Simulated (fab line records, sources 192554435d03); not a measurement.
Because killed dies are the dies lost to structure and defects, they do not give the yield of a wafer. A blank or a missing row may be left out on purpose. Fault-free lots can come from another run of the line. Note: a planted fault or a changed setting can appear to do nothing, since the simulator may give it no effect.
Lot-split experiment	flow n5_finfet	route with 1938 steps; 7 lots, 21 wafers read

== THE SPLIT ==
At N5_HKMG_FIN_COAT_06 (resist thk 90 nm), the setting spin_rpm was moved away from the recipe's 1500 rpm on 11 of the 21 wafers read, by -10.4% to +11.0%. All remaining wafers had this setting at the recipe value.

The file shows no step between the split and the reading.

== THE READING ==
CAR-ArF_of_HKMG_FIN_COAT_06.thk_nm (the simulator's own value, which no gauge read), in nm, at N5_HKMG_FIN_DEVELOP_11 (develop time 30 s). There is no usual value for it anywhere in the file. Here, 10 wafers ran the recipe; their average is 88.1 nm with a standard deviation of 0.27 nm.

wafer	tool, chamber at the split	spin_rpm as run, rpm	against the recipe	CAR-ArF_of_HKMG_FIN_COAT_06.thk_nm, nm	against lot-mates on the recipe
L074.1	litho_track-02, 0	1559	+3.9%	86	-1.8
L074.3	litho_track-02, 0	1500	recipe	87.8	-
L074.4	litho_track-02, 0	1559	+3.9%	86.2	-1.6
L077.1	litho_track-02, 0	1500	recipe	88	-
L077.2	litho_track-02, 0	1500	recipe	87.8	-
L077.4	litho_track-02, 0	1500	recipe	87.8	-
L080.3	litho_track-02, 0	1662	+10.8%	83.4	no lot-mate on the recipe
L080.4	litho_track-02, 0	1662	+10.8%	83.6	no lot-mate on the recipe
L080.5	litho_track-02, 0	1662	+10.8%	83.6	no lot-mate on the recipe
L085.2	litho_track-02, 0	1500	recipe	88	-
L085.3	litho_track-02, 0	1500	recipe	88.4	-
L085.4	litho_track-02, 0	1500	recipe	88.2	-
L092.1	litho_track-02, 0	1344	-10.4%	93.8	+5.2
L092.2	litho_track-02, 0	1344	-10.4%	93.8	+5.2
L092.4	litho_track-02, 0	1500	recipe	88.6	-
L093.1	litho_track-02, 0	1618	+7.9%	85	-3.2
L093.3	litho_track-02, 0	1500	recipe	88.2	-
L093.4	litho_track-02, 0	1618	+7.9%	84.8	-3.4
L095.1	litho_track-01, 0	1665	+11.0%	84	-4.4
L095.2	litho_track-01, 0	1500	recipe	88.4	-
L095.5	litho_track-01, 0	1665	+11.0%	84	-4.4

THE FIT
A straight line over all 21 wafers: CAR-ArF_of_HKMG_FIN_COAT_06.thk_nm changes by -0.454 nm for each +1% of spin_rpm; r = -0.99; the points scatter about the line by 0.44 nm.
The same after taking each lot's own level away (the mean of its wafers on the recipe; 18 wafers): -0.447 nm for each +1%; r = -1.00; scatter 0.25 nm.
That fit puts the effect of the largest move of spin_rpm on the reading at 4.9 nm.
The lots' own levels span 87.80 to 88.60 nm, that is 2.9 times the standard deviation above.
So the lot-to-lot level changes the slope little: the two slopes agree.
Check: -4.87 nm against its lot-mates is what the line predicts for one of the wafers moved furthest among these (+11.0%) when that wafer is left out of the fit. Against them it came out at -4.4 nm.

== OTHER SPLITS APPLIED TO THESE WAFERS ==
Note: prior to the reading, these wafers also went through further splits. Each is held against what the fit with the lots' levels taken away leaves over:
other split on the same wafers	wafers away from the commonest value	r with CAR-ArF_of_HKMG_FIN_COAT_06.thk_nm (lot level and that fit taken away)
N5_HKMG_FIN_EXPOSE_46 dose_mj	7	+0.48
N5_HKMG_FIN_ETCH_54 source_w	5	-0.18

== THE WHOLE CHAIN: every reading that the file lists as answering this split, in the file's order ==
step	what it does	reading	change (the file's fit)	r (the file's)
N5_HKMG_FIN_COAT_06	resist thk 90 nm	CAR-ArF_of_HKMG_FIN_COAT_06.thk_nm (the simulator's own value, which no gauge read)	-0.447 nm for each +1% of the setting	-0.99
N5_HKMG_FIN_DEVELOP_11	develop time 30 s	CAR-ArF_of_HKMG_FIN_COAT_06.thk_nm (the simulator's own value, which no gauge read)	-0.441 nm for each +1% of the setting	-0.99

== FILE'S OWN FIT ==
CAR-ArF_of_HKMG_FIN_COAT_06.thk_nm changes by -0.441 nm for each +1% of spin_rpm, r = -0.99.
